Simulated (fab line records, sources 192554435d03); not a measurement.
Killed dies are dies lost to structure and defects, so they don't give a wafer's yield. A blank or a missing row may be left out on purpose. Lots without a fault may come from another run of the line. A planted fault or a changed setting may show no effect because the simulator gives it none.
A struck lot beside a sound one | flow n5_finfet | 37 steps out of a route of 1938
Sound: wafers L758.1, L758.5, L758.6. Struck: wafers L772.1, L772.2, L772.5. The cause comes at the end.
At each step with rows: each side's tool, then ch and its chambers, then its first start. Under that, the readings that differ: sound wafers | struck wafers | difference of the means | sigmas: that difference in standard deviations of wafers without a fault.
alike: readings whose means differ by less than 2 such deviations, and words and numbers that are the same on both sides. not compared: withheld readings, readings that some wafer has no value for, bounds like >300 that may hide the same value, and numbers for which the record gives no deviation and whose values overlap.
The two part at a step that has a row with sigmas, a row that says differs or no value, or rows on one side only. Numbers that don't overlap but have no deviation are shown without sigmas and don't part them. A reading that every wafer of one side lacks parts them only if that side has two wafers or more.

first, 9 steps without rows for these wafers: N5_BEOL_M4_ANNEAL_95 (time 240 s); N5_BEOL_M4_SPUTTER_96 (material Cu, target thk 4.5 nm, time 8.29 s); N5_BEOL_M4_ECD_50 (material Cu, target thk 300 nm); N5_BEOL_M4_ANNEAL_51 (time 90 s); N5_BEOL_M4_CMP_52 (polishes, stops on SiOC, t overpolish 6.8 s, target thk 40 nm); N5_BEOL_M4_PRE_CLEAN_60 (time 15 s); N5_BEOL_M4_CO_CAP_55 (material Co, precursor CCTBA/H2, target thk 2 nm, time 102.1 s); N5_BEOL_M4_PRE_CLEAN_56 (time 15 s); N5_BEOL_M4_DEP_57 (deposits SiCN from 3MS/NH3, target thk 8 nm, time 14 s).
N5_BEOL_M4_RC_MEAS_101:
  sound on prober-01 ch 0, day 9 03:14; struck on prober-02 ch 0, day 13 15:20
  reading       | sound       | struck      | difference | sigmas
  ION_N (uA/um) | 697 694 688 | 678 661 668 | -24        | -2
  alike: DIBL_N, DIBL_P, IOFF_N, IOFF_P, ION_P, SS_N, SS_P, VT_N, VT_P
then, 24 steps without rows for these wafers: N5_BEOL_M5_ILD_DEP_00 (deposits SiCOH lowk from DEMS/porogen, target thk 140.64 nm, time 25.9 s); N5_BEOL_M5_CURE_79 (cures SiCOH lowk, time 240 s); N5_BEOL_M5_PECVD_70 (deposits SiO2 from TEOS/O2, target thk 16 nm, time 18 s); N5_BEOL_M5_HM_DEP_02 (deposits TiN, target thk 20 nm); N5_BEOL_M5_COAT_59 (time 60 s, resist thk 60 nm); N5_BEOL_M5_COAT_60 (time 60 s, resist thk 12 nm); N5_BEOL_M5_COAT_71 (time 60 s, resist thk 5 nm); N5_BEOL_M5_COAT_05 (resist thk 30 nm); N5_BEOL_M5_EBR_07; N5_BEOL_M5_SOFTBAKE_06 (time 60 s); N5_BEOL_M5_EXPOSE_08 (exposes mask M5, target cd 28 nm); N5_BEOL_M5_PEB_09 (peb time 60 s); N5_BEOL_M5_DEVELOP_10 (develop time 30 s); N5_BEOL_M5_DESCUM_16 (chemistry O2, time 7 s); N5_BEOL_M5_ETCH_72 (etches underlayer in N2/H2, target depth 6.5 nm, time 5.2 s); N5_BEOL_M5_ETCH_61 (etches SiARC in CF4, target depth 15.6 nm, time 26 s); N5_BEOL_M5_ETCH_62 (etches SOC in N2/H2, target depth 75 nm, overetch 15 nm, time 112.5 s); N5_BEOL_M5_STRIP_63 (strips in N2/H2); N5_BEOL_M5_STRIP_73 (strips in N2/H2); N5_BEOL_M5_STRIP_64 (strips in CF4); N5_BEOL_M5_HM_OPEN_17 (chemistry Cl2/BCl3, target TiN, target depth 20 nm, overetch 6 nm); N5_BEOL_M5_STRIP_19 (strips in O2); N5_BEOL_M5_COAT_65 (time 60 s, resist thk 60 nm); N5_BEOL_M5_COAT_66 (time 60 s, resist thk 12 nm).
-- the record jumps here: 3 days lie between the struck wafers' starts before and after (it left off in module BEOL_M5 and takes up again in module BEOL_M11, whose first step shown is number 1593 of the route) --
N5_BEOL_M11_SPUTTER_48: material Cu, target thk 12 nm, time 2 s.
  sound on pvd_sputter-01, day 11 05:44; struck on pvd_sputter-01, day 16 16:42
  no value came back on the struck wafers for any of 5 readings (bias_v (V), cathode_dc_power_W (W) and others); on the sound wafers bias_v (V) reads 58.6 59.5 59.6
N5_BEOL_M11_CMP_52: polishes, stops on SiCOH lowk, t overpolish 7 s, target thk 140 nm.
  sound on cmp-01 ch 0,1,3, day 11 06:23; struck on cmp-02 ch 0,1,2, day 16 17:37
  reading                | sound    | struck | difference | sigmas
  time_to_endpoint_s (s) | 67 68 67 | 0 2 1  | -66        | -21
  alike: motor_current_A, platen_rpm
  not compared: pad_life_wafers
-- the record jumps here: 2 days lie between the struck wafers' starts before and after (it left off in module BEOL_M11 and takes up again in module PASSIVATION, whose first step shown is number 1936 of the route) --
N5_PASSIVATION_PROBE_49:
  the record has rows for the struck wafers here (prober-01, day 19 03:02) and none for the sound ones

WHERE THEY PART
First at N5_BEOL_M4_RC_MEAS_101; last, within this record, at N5_PASSIVATION_PROBE_49.

WHY: what the simulator had put in
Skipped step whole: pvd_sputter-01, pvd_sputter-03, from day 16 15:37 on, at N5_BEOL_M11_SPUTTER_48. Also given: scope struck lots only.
